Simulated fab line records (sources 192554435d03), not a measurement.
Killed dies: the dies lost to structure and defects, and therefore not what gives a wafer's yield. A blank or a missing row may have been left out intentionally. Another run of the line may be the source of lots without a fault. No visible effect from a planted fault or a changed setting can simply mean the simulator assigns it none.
Chamber matching :: flow n5Finfet :: 4 sister chambers for N5_HKMG_FIN_ALD_36 on aldMetal-01
The step deposits TiN, target thk 1 nm, pulse time 1 s, purge time 3 s. 18 wafers are shown with their chamber, then 9 later ones without.

== WAFERS, EACH WITH ITS CHAMBER ==
wafer: L074.2
chamber: 2
heaterPowerW (W): 779
precursorPulseHeightRel: 0.973

wafer: L074.3
chamber: 1
heaterPowerW (W): 778
precursorPulseHeightRel: 0.995

wafer: L074.5
chamber: 3
heaterPowerW (W): 792
precursorPulseHeightRel: 1.022

wafer: L075.1
chamber: 2
heaterPowerW (W): 755
precursorPulseHeightRel: 1.006

wafer: L075.3
chamber: 1
heaterPowerW (W): 751
precursorPulseHeightRel: 0.982

wafer: L075.5
chamber: 1
heaterPowerW (W): 775
precursorPulseHeightRel: 0.966

wafer: L078.1
chamber: 0
heaterPowerW (W): 828
precursorPulseHeightRel: 0.996

wafer: L078.3
chamber: 2
heaterPowerW (W): 784
precursorPulseHeightRel: 0.994

wafer: L078.6
chamber: 0
heaterPowerW (W): 815
precursorPulseHeightRel: 0.987

wafer: L079.1
chamber: 3
heaterPowerW (W): 794
precursorPulseHeightRel: 0.991

wafer: L079.3
chamber: 2
heaterPowerW (W): 783
precursorPulseHeightRel: 0.985

wafer: L079.6
chamber: 2
heaterPowerW (W): 767
precursorPulseHeightRel: 0.980

wafer: L081.2
chamber: 1
heaterPowerW (W): 773
precursorPulseHeightRel: 1.001

wafer: L081.3
chamber: 0
heaterPowerW (W): 818
precursorPulseHeightRel: 0.988

wafer: L081.5
chamber: 2
heaterPowerW (W): 784
precursorPulseHeightRel: 1.004

wafer: L086.1
chamber: 2
heaterPowerW (W): 766
precursorPulseHeightRel: 1.028

wafer: L086.3
chamber: 0
heaterPowerW (W): 814
precursorPulseHeightRel: 1.013

wafer: L086.4
chamber: 3
heaterPowerW (W): 779
precursorPulseHeightRel: 0.991

SIGNATURES (means of the wafers above)
reading: heaterPowerW
chamber 0: 818.75
chamber 1: 769.25
chamber 2: 774.00
chamber 3: 788.33
scatter within a chamber: 10.3

reading: precursorPulseHeightRel
chamber 0: 0.99600
chamber 1: 0.98600
chamber 2: 0.99571
chamber 3: 1.00133
scatter within a chamber: 0.0167
Rule: for a wafer and a chamber, the distance is found by dividing, reading by reading, the gap between the wafer's reading and the chamber's mean by the reading's scatter, squaring, summing and taking the root. If the next closest chamber is less than 2 further off than the closest, the wafer can't be placed; otherwise it belongs to the closest. The scatter: take each reading less its chamber's mean, square it, sum over the shown wafers, divide by the number of wafers less the number of chambers, and take the root.

== WAFERS WHOSE CHAMBER IS MISSING ==
wafer: L090.1
heaterPowerW (W): 812
precursorPulseHeightRel: 0.990

wafer: L090.2
heaterPowerW (W): 796
precursorPulseHeightRel: 1.016

wafer: L090.5
heaterPowerW (W): 788
precursorPulseHeightRel: 1.011

wafer: L095.1
heaterPowerW (W): 785
precursorPulseHeightRel: 1.032

wafer: L095.3
heaterPowerW (W): 827
precursorPulseHeightRel: 1.020

wafer: L095.4
heaterPowerW (W): 801
precursorPulseHeightRel: 0.993

wafer: L096.1
heaterPowerW (W): 765
precursorPulseHeightRel: 0.995

wafer: L096.3
heaterPowerW (W): 830
precursorPulseHeightRel: 0.997

wafer: L096.4
heaterPowerW (W): 772
precursorPulseHeightRel: 0.952

== CHAMBER TAKEN BY EACH ==
wafer: L090.1
from the rows above: can't be placed: 0 or 3
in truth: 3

wafer: L090.2
from the rows above: can't be placed: 3 or 2 or 0
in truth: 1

wafer: L090.5
from the rows above: can't be placed: 3 or 2 or 1
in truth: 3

wafer: L095.1
from the rows above: can't be placed: 3 or 2 or 1
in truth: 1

wafer: L095.3
from the rows above: 0
in truth: 0

wafer: L095.4
from the rows above: can't be placed: 3 or 0 or 2 or 1
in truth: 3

wafer: L096.1
from the rows above: can't be placed: 1 or 2 or 3
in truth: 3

wafer: L096.3
from the rows above: 0
in truth: 0

wafer: L096.4
from the rows above: can't be placed: 1 or 2 or 3
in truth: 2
Correct placement for 2 of the 9. From these rows, 7 cannot be placed; in 6 the true chamber is one of the candidates. Number placed wrongly: 0.
